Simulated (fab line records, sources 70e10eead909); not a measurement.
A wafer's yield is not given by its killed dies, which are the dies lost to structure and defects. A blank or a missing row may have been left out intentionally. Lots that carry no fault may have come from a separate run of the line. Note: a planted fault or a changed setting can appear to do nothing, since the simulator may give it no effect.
Chamber matching / flow nand_harc / NHARC_A_CONTACT_ETCH_48 on rie_diel-04: 4 sister chambers
The step etches the open film in CF4, target depth 39 nm, time 65 s. 14 wafers are shown with their chamber, then 7 later ones without.

## WAFERS WITH THEIR CHAMBER
wafer=L076.2; chamber=0; showerhead_plenum_p_Torr (Torr)=1.76; drypump_motor_current_A (A)=5.6; oes_product_au (a.u.)=1.009
wafer=L076.4; chamber=1; showerhead_plenum_p_Torr (Torr)=1.76; drypump_motor_current_A (A)=4.9; oes_product_au (a.u.)=1.008
wafer=L076.6; chamber=2; showerhead_plenum_p_Torr (Torr)=1.74; drypump_motor_current_A (A)=5.9; oes_product_au (a.u.)=1.010
wafer=L079.1; chamber=0; showerhead_plenum_p_Torr (Torr)=1.75; drypump_motor_current_A (A)=5.6; oes_product_au (a.u.)=0.998
wafer=L079.2; chamber=1; showerhead_plenum_p_Torr (Torr)=1.76; drypump_motor_current_A (A)=5.0; oes_product_au (a.u.)=1.012
wafer=L079.5; chamber=2; showerhead_plenum_p_Torr (Torr)=1.74; drypump_motor_current_A (A)=5.8; oes_product_au (a.u.)=1.005
wafer=L080.3; chamber=1; showerhead_plenum_p_Torr (Torr)=1.76; drypump_motor_current_A (A)=4.9; oes_product_au (a.u.)=1.012
wafer=L080.4; chamber=0; showerhead_plenum_p_Torr (Torr)=1.75; drypump_motor_current_A (A)=5.6; oes_product_au (a.u.)=1.012
wafer=L080.5; chamber=2; showerhead_plenum_p_Torr (Torr)=1.74; drypump_motor_current_A (A)=5.8; oes_product_au (a.u.)=1.014
wafer=L082.1; chamber=3; showerhead_plenum_p_Torr (Torr)=1.68; drypump_motor_current_A (A)=5.3; oes_product_au (a.u.)=0.999
wafer=L082.2; chamber=0; showerhead_plenum_p_Torr (Torr)=1.75; drypump_motor_current_A (A)=5.6; oes_product_au (a.u.)=1.003
wafer=L082.4; chamber=2; showerhead_plenum_p_Torr (Torr)=1.74; drypump_motor_current_A (A)=5.8; oes_product_au (a.u.)=1.013
wafer=L084.1; chamber=0; showerhead_plenum_p_Torr (Torr)=1.75; drypump_motor_current_A (A)=5.6; oes_product_au (a.u.)=1.007
wafer=L084.4; chamber=2; showerhead_plenum_p_Torr (Torr)=1.73; drypump_motor_current_A (A)=5.8; oes_product_au (a.u.)=1.015

SIGNATURES (means of the wafers above)
reading=showerhead_plenum_p_Torr; chamber 0=1.7520; chamber 1=1.7600; chamber 2=1.7380; chamber 3=1.6800; scatter within a chamber=0.004
reading=drypump_motor_current_A; chamber 0=5.600; chamber 1=4.933; chamber 2=5.820; chamber 3=5.300; scatter within a chamber=0.0383
reading=oes_product_au; chamber 0=1.00580; chamber 1=1.01067; chamber 2=1.01140; chamber 3=0.99900; scatter within a chamber=0.00441
Rule: for a wafer and a chamber, the distance is found by dividing, reading by reading, the gap between the wafer's reading and the chamber's mean by the reading's scatter, squaring, summing and taking the root. The wafer belongs to the nearest chamber; if the next one is less than 2 further off, it can't be placed. The scatter is the square root of a quotient: the sum, over the shown wafers, of each reading's squared deviation from its chamber's mean, divided by wafers minus chambers.

## WAFERS WITHOUT THEIR CHAMBER
wafer=L084.5; showerhead_plenum_p_Torr (Torr)=1.73; drypump_motor_current_A (A)=5.9; oes_product_au (a.u.)=1.009
wafer=L090.1; showerhead_plenum_p_Torr (Torr)=1.68; drypump_motor_current_A (A)=5.3; oes_product_au (a.u.)=0.993
wafer=L090.3; showerhead_plenum_p_Torr (Torr)=1.75; drypump_motor_current_A (A)=5.6; oes_product_au (a.u.)=1.004
wafer=L090.6; showerhead_plenum_p_Torr (Torr)=1.75; drypump_motor_current_A (A)=5.6; oes_product_au (a.u.)=1.004
wafer=L097.1; showerhead_plenum_p_Torr (Torr)=1.74; drypump_motor_current_A (A)=5.6; oes_product_au (a.u.)=1.004
wafer=L097.4; showerhead_plenum_p_Torr (Torr)=1.67; drypump_motor_current_A (A)=5.3; oes_product_au (a.u.)=1.016
wafer=L097.6; showerhead_plenum_p_Torr (Torr)=1.74; drypump_motor_current_A (A)=5.6; oes_product_au (a.u.)=1.000

## THE CHAMBER EACH PASSED THROUGH
wafer=L084.5; from the rows above=2; in truth=2
wafer=L090.1; from the rows above=3; in truth=3
wafer=L090.3; from the rows above=0; in truth=0
wafer=L090.6; from the rows above=0; in truth=0
wafer=L097.1; from the rows above=0; in truth=0
wafer=L097.4; from the rows above=3; in truth=3
wafer=L097.6; from the rows above=0; in truth=0
Correctly placed: 7 of 7. From these rows, 0 cannot be placed. Number placed wrongly: 0.
